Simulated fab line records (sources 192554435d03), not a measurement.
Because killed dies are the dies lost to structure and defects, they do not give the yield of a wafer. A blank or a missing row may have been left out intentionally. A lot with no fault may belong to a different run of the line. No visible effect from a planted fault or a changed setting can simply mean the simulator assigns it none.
What tool caused it? -- flow n5-finfet -- 24 wafers from 8 lots sampled at 5 of the route's 1938 steps

WHAT EACH GAUGE READ, for each wafer
N5_BEOL_M4_RC_MEAS_101. Usual: DIBL_N 37.1 mV/V, standard deviation 2.6; DIBL_P 38 mV/V, standard deviation 3; IOFF_N 0.18 nA/um, standard deviation 0.052; IOFF_P 0.25 nA/um, standard deviation 0.06; ION_N 678 uA/um, standard deviation 15; ION_P 467 uA/um, standard deviation 8.6; SS_N 71.7 mV/dec, standard deviation 0.73; SS_P 73.7 mV/dec, standard deviation 0.89; VT_N 249 mV, standard deviation 4.3; VT_P -248 mV, standard deviation 3.8.
lot,measured,on,DIBL_N (mV/V),DIBL_P (mV/V),IOFF_N (nA/um),IOFF_P (nA/um),ION_N (uA/um),ION_P (uA/um),SS_N (mV/dec),SS_P (mV/dec),VT_N (mV),VT_P (mV),flag
L708,day 11 17:44,prober-01,37.3 36.6 36.6,39 36 38,0.21 0.16 0.18,0.29 0.23 0.29,708 683 682,478 467 476,71.3 72.1 70.9,74.5 73.8 74.0,242 248 243,-242 -246 -243,
L709,day 12 18:28,prober-02,40.6 38.6 39.5,39 38 37,0.20 0.19 0.19,0.30 0.30 0.26,661 674 692,466 477 475,73.0 71.6 71.4,74.1 74.0 73.9,248 247 248,-244 -243 -247,
L714,day 12 19:27,prober-01,39.6 37.3 39.5,41 38 40,0.20 0.16 0.21,0.31 0.21 0.27,679 690 693,463 469 471,72.1 71.5 72.2,75.1 73.7 73.5,250 252 245,-246 -249 -247,
L715,day 14 00:48,prober-02,35.7 35.8 34.1,36 39 35,0.15 0.15 0.13,0.21 0.27 0.20,657 663 658,456 469 461,70.7 71.8 71.4,73.2 73.0 72.5,250 251 253,-249 -248 -252,
L722,day 14 14:53,prober-02,36.8 37.6 42.1,38 39 43,0.15 0.18 0.30,0.25 0.29 0.40,675 680 712,469 478 482,71.2 71.5 72.6,73.1 73.6 75.5,253 247 241,-245 -245 -240,
L725,day 15 15:13,prober-02,38.0 33.1 35.1,38 34 35,0.18 0.10 0.13,0.25 0.17 0.18,675 655 666,464 458 455,72.1 70.9 71.4,73.6 73.0 73.5,250 258 253,-248 -255 -253,

EACH LOT AND THE TOOL THAT RAN IT (in order: tool; ch and the chambers of the sampled wafers; start)
lot,N5_HKMG_FIN_ETCH_54,N5_HKMG_FIN_STRIP_34,N5_HKMG_FIN_ETCH_86,N5_HKMG_FIN_STRIP_90
L708,"rie-diel-01 ch 0,2,3, day 4 20:32","rie-diel-05 ch 0,1,3, day 5 00:19","rie-diel-05 ch 1,2,3, day 5 01:21","rie-diel-01 ch 0,1,2, day 5 02:29"
L709,"rie-diel-01 ch 0,3, day 5 04:32","rie-diel-01 ch 0,1,3, day 5 08:22","rie-diel-01 ch 1,2,3, day 5 09:25","rie-diel-01 ch 1,2, day 5 10:32"
L711,"rie-diel-01 ch 0,2,3, day 5 19:31","rie-diel-01 ch 0,1,2, day 5 23:09","rie-diel-04 ch 1,2,3, day 6 00:42","rie-diel-05 ch 2,3, day 6 01:54"
L712,"rie-diel-04 ch 0,2,3, day 6 02:33","rie-diel-05 ch 2,3, day 6 06:10","rie-diel-04 ch 0,1, day 6 07:13","rie-diel-05 ch 1,3, day 6 08:21"
L714,"rie-diel-01 ch 0,2,3, day 6 06:40","rie-diel-05 ch 0,1,2, day 6 10:46","rie-diel-04 ch 2,3, day 6 11:57","rie-diel-05 ch 1,2,3, day 6 13:05"
L715,"rie-diel-01 ch 0,2,3, day 6 12:07","rie-diel-05 ch 0,2,3, day 6 15:44","rie-diel-04 ch 2,3, day 6 16:46","rie-diel-04 ch 2,3, day 6 17:54"
L722,"rie-diel-04 ch 0,2,3, day 8 03:34","rie-diel-05 ch 1,2,3, day 8 07:06","rie-diel-05 ch 0,2,3, day 8 08:09","rie-diel-04 ch 0,1,2, day 8 09:20"
L725,"rie-diel-01 ch 1,2,3, day 9 03:59","rie-diel-01 ch 1,2,3, day 9 07:37","rie-diel-05 ch 1,2,3, day 9 08:44","rie-diel-01 ch 0,2,3, day 9 10:07"
- N5_HKMG_FIN_ETCH_54: etches SiARC in CF4, target depth 45.5 nm, time 75.8 s.
- N5_HKMG_FIN_STRIP_34: strips in CF4.
- N5_HKMG_FIN_ETCH_86: etches SOC in N2/H2, stops on TiN, target depth 393.2 nm.
- N5_HKMG_FIN_STRIP_90: strips SOC in N2/H2, time 20 s.

AS READ BY THE TOOLS THEMSELVES (means over the sampled wafers that have a number; for cases with no such wafer, the mark the record gives instead)
N5_HKMG_FIN_ETCH_54. Usual: drypump-motor-current-A 5.6 A, standard deviation 0.53; etch-rf-on-time-s 76.4 s, standard deviation 2.1; oes-product-au 0.67 a.u., standard deviation 0.069; rf-vpp-V 184.1 V, standard deviation 1.3; showerhead-plenum-p-Torr 2.14 Torr, standard deviation 0.048; throttle-valve-pct 15.43 %, standard deviation 0.16.
lot,tool,drypump-motor-current-A (A),etch-rf-on-time-s (s),oes-product-au (a.u.),rf-vpp-V (V),showerhead-plenum-p-Torr (Torr),throttle-valve-pct (%),flag
L708,rie-diel-01,5.4,76.1,0.66,183.2,2.10,15.47,
L709,rie-diel-01,5.6,74.3,0.72,183.1,2.11,15.37,
L711,rie-diel-01,5.5,74.4,0.67,183.2,2.10,15.47,
L712,rie-diel-04,5.7,77.3,0.61,184.8,2.16,15.41,
L714,rie-diel-01,5.4,76.0,0.66,183.5,2.10,15.47,
L715,rie-diel-01,5.4,75.9,0.65,183.2,2.10,15.48,
L722,rie-diel-04,5.7,77.3,0.61,184.4,2.16,15.44,
L725,rie-diel-01,5.3,75.9,0.65,183.8,2.11,15.45,

N5_HKMG_FIN_STRIP_34. Usual: bias-power-w 75.04 W, standard deviation 0.22; cf4-flow-sccm 150.0 sccm, standard deviation 0.45; drypump-motor-current-A 5.5 A, standard deviation 0.49; oes-product-au 0.79 a.u., standard deviation 0.087; rf-vpp-V 271.0 V, standard deviation 1.1; showerhead-plenum-p-Torr 1.79 Torr, standard deviation 0.034; throttle-valve-pct 13.40 %, standard deviation 0.18.
lot,tool,bias-power-w (W),cf4-flow-sccm (sccm),drypump-motor-current-A (A),oes-product-au (a.u.),rf-vpp-V (V),showerhead-plenum-p-Torr (Torr),throttle-valve-pct (%),flag
L708,rie-diel-05,74.94,149.8,5.6,0.79,270.1,1.79,13.50,
L709,rie-diel-01,75.19,150.0,5.4,0.79,270.3,1.80,13.41,
L711,rie-diel-01,-,-,-,-,-,-,-,OFF
L712,rie-diel-05,-,-,-,-,-,-,-,OFF
L714,rie-diel-05,74.89,150.0,5.7,0.82,271.0,1.80,13.31,
L715,rie-diel-05,74.96,149.8,5.3,0.85,271.3,1.80,13.35,
L722,rie-diel-05,75.12,150.1,5.7,0.86,270.6,1.78,13.26,
L725,rie-diel-01,75.31,149.6,5.3,0.75,270.7,1.77,13.44,

N5_HKMG_FIN_ETCH_86. Usual: drypump-motor-current-A 5.7 A, standard deviation 0.57; oes-product-au 0.79 a.u., standard deviation 0.083; rf-vpp-V 240.7 V, standard deviation 1.2; showerhead-plenum-p-Torr 2.54 Torr, standard deviation 0.069; throttle-valve-pct 17.58 %, standard deviation 0.2.
lot,tool,drypump-motor-current-A (A),oes-product-au (a.u.),rf-vpp-V (V),showerhead-plenum-p-Torr (Torr),throttle-valve-pct (%),flag
L708,rie-diel-05,5.7,0.78,240.8,2.52,17.58,
L709,rie-diel-01,5.3,0.78,239.8,2.53,17.64,
L711,rie-diel-04,6.0,0.80,241.5,2.60,17.61,
L712,rie-diel-04,6.0,0.76,241.0,2.53,17.65,
L714,rie-diel-04,5.5,0.75,241.4,2.58,17.46,
L715,rie-diel-04,5.4,0.74,241.8,2.58,17.46,
L722,rie-diel-05,5.3,0.83,241.4,2.53,17.51,
L725,rie-diel-05,5.7,0.85,240.4,2.51,17.47,

N5_HKMG_FIN_STRIP_90. Usual: bias-power-w 8.000 W, standard deviation 0.02; chamber-pressure-mTorr 50.00 mTorr, standard deviation 0.046; drypump-motor-current-A 5.6 A, standard deviation 0.53; oes-product-au 0.80 a.u., standard deviation 0.09; rf-vpp-V 54.3 V, standard deviation 0.91; showerhead-plenum-p-Torr 3.36 Torr, standard deviation 0.094; throttle-valve-pct 18.7 %, standard deviation 0.33.
lot,tool,bias-power-w (W),chamber-pressure-mTorr (mTorr),drypump-motor-current-A (A),oes-product-au (a.u.),rf-vpp-V (V),showerhead-plenum-p-Torr (Torr),throttle-valve-pct (%),flag
L708,rie-diel-01,7.985,50.04,5.3,0.74,54.2,3.36,18.9,
L709,rie-diel-01,8.001,49.95,5.2,0.73,54.4,3.31,18.8,
L711,rie-diel-05,7.988,50.00,5.3,0.92,53.4,3.32,18.8,
L712,rie-diel-05,7.991,50.03,5.7,0.95,54.4,3.30,18.8,
L714,rie-diel-05,7.977,50.02,5.7,0.87,54.8,3.32,18.6,
L715,rie-diel-04,7.983,50.02,5.4,0.73,54.5,3.40,18.5,
L722,rie-diel-04,8.002,50.04,5.7,0.77,54.3,3.36,18.7,
L725,rie-diel-01,7.998,49.98,5.5,0.75,53.5,3.27,18.6,

THE ANSWER, worked out from the rows above alone
Rule: a lot counts as off when the mean over its wafers that have a number is more than 3 standard deviations away from the usual mean. Also off: a lot with no number at a reading for which 4 or more lots have one. The other lots that the step has rows for count as sound. The gauges are gone through in route order, then the tools' own readings, and for those a lot's mean is taken as printed above. At the first step where some lot is off, the reading lying furthest off is the one used; lots without a number count as furthest.
Off, at N5_HKMG_FIN_STRIP_34 on bias-power-w: L711, L712. Without a number there: L711, L712.
A tool fits if, at that step or a process step before it, it ran every lot that is off, and no sound lot after the first of them. No candidate that was tried fits.

WHAT THE SIMULATOR HAD INSERTED
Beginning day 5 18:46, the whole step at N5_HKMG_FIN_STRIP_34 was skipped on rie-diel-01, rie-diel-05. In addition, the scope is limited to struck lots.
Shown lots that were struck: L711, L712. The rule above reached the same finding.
